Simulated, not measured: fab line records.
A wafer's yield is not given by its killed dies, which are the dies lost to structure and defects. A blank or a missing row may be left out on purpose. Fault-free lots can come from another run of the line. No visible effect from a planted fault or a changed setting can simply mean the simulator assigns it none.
2 desks, one fault || flow n5Finfet || each desk holds nothing but its own numbers, with what lay behind them at the end

AT THE METROLOGY DESK
What the gauges read for every lot (on any tool): the sampled wafers with a number, averaged. The brackets show how far a lot's mean lies from the usual mean; more than 4 standard deviations puts the lot out of limits, marked OUT. Shown here are 7 of its 11 readings, the ones lying furthest out on some lot.
Columns: A = DIBL_N at N5_BEOL_M4_RC_MEAS_101, usual 36.0 mV/V; B = DIBL_P at N5_BEOL_M4_RC_MEAS_101, usual 36.3 mV/V; C = IOFF_N at N5_BEOL_M4_RC_MEAS_101, usual 0.16 nA/um; D = IOFF_P at N5_BEOL_M4_RC_MEAS_101, usual 0.21 nA/um; E = ION_N at N5_BEOL_M4_RC_MEAS_101, usual 673 uA/um; F = SS_P at N5_BEOL_M4_RC_MEAS_101, usual 73.3 mV/dec; G = VT_N at N5_BEOL_M4_RC_MEAS_101, usual 251 mV
{"lot": "L421", "first seen here": "day 8 03:16", "A": 35.5, "B": 33.5, "C": 0.13, "D": 0.20, "E": 672, "F": 73.1, "G": 252}
{"lot": "L422", "first seen here": "day 8 18:16", "A": 34.4, "B": 34.9, "C": 0.13, "D": 0.18, "E": 667, "F": 73.2, "G": 252}
{"lot": "L429", "first seen here": "day 10 15:14", "A": 33.8, "B": 33.6, "C": 0.12, "D": 0.18, "E": 668, "F": 72.9, "G": 254}
{"lot": "L430", "first seen here": "day 10 16:11", "A": 35.2, "B": 36.9, "C": 0.17, "D": 0.20, "E": 676, "F": 73.4, "G": 250}
{"lot": "L431", "first seen here": "day 10 21:43", "A": 35.7, "B": 38.4, "C": 0.17, "D": 0.25, "E": 677, "F": 73.3, "G": 249}
{"lot": "L433", "first seen here": "day 11 06:23", "A": 40.5, "B": 41.8, "C": 0.26, "D": 0.30, "E": 696, "F": 74.8, "G": 244}
{"lot": "L437", "first seen here": "day 12 10:23", "A": 36.7, "B": 37.6, "C": 0.16, "D": 0.24, "E": 676, "F": 73.5, "G": 250}
{"lot": "L438", "first seen here": "day 12 18:34", "A": 37.5, "B": 37.9, "C": 0.19, "D": 0.22, "E": 684, "F": 73.8, "G": 249}
{"lot": "L440", "first seen here": "day 13 12:44", "A": 35.1, "B": 35.2, "C": 0.14, "D": 0.21, "E": 667, "F": 73.0, "G": 252}
Finding of this desk: none of the 9 lots has anything out of limits.

AT THE TOOL OWNER'S DESK: rieDiel-02
The tool's own readings at N5_BEOL_M4_ETCH_70 (etches SOC in N2/H2, target depth 80 nm, overetch 24 nm, time 130 s): means of the sampled wafers that have a number, for each lot that ran on this tool. The brackets show how far a lot's mean lies from the usual mean; more than 4 standard deviations puts the lot out of limits, marked OUT.
Columns: A = drypumpMotorCurrentA at N5_BEOL_M4_ETCH_70, usual 5.7 A; B = oesProductAu at N5_BEOL_M4_ETCH_70, usual 0.58 a.u.; C = rfVppV at N5_BEOL_M4_ETCH_70, usual 524.3 V; D = runLengthS at N5_BEOL_M4_ETCH_70, usual 153.3 s; E = showerheadPlenumPTorr at N5_BEOL_M4_ETCH_70, usual 2.56 Torr; F = throttleValvePct at N5_BEOL_M4_ETCH_70, usual 17.86 %
{"lot": "L421", "first seen here": "day 8 04:44", "A": 5.4, "B": 0.56, "C": 522.6, "D": 153.8, "E": 2.50, "F": 17.90}
{"lot": "L422", "first seen here": "day 8 22:54", "A": 5.6, "B": 0.59, "C": 524.0, "D": 153.0, "E": 2.56, "F": 17.91}
{"lot": "L429", "first seen here": "day 10 18:47", "A": 5.8, "B": 0.61, "C": 524.8, "D": "149.0 (-8.4) OUT", "E": 2.57, "F": 17.88}
{"lot": "L431", "first seen here": "day 11 04:53", "A": 5.8, "B": 0.54, "C": 519.5, "D": "149.2 (-8.1) OUT", "E": 2.41, "F": 17.89}
{"lot": "L433", "first seen here": "day 11 08:47", "A": 5.8, "B": 0.60, "C": 523.9, "D": "149.0 (-8.4) OUT", "E": 2.56, "F": 17.89}
This desk's verdict: out of limits on L429, L431, L433, starting with L429 at day 10 18:47 (runLengthS at N5_BEOL_M4_ETCH_70). L421, L422 stayed within limits.

TAKEN TOGETHER
On L429, L431, L433, at day 10 18:47, an alarm was possible from the tool owner's desk.
Nothing out of limits was seen by the metrology desk.
The metrology desk has L429, L431, L433 on record, within its limits.
Every lot named ran N5_BEOL_M4_ETCH_70 on rieDiel-02.

WHAT HAD BEEN PUT IN BY THE SIMULATOR
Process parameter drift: rieDiel-02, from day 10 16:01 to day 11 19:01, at N5_BEOL_M4_ETCH_70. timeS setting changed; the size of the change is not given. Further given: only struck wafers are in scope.
Lots struck among those shown: L429, L431, L433.
How many hours passed from the start of the fault until each desk's first out-of-limits reading: the tool owner's desk, 3.
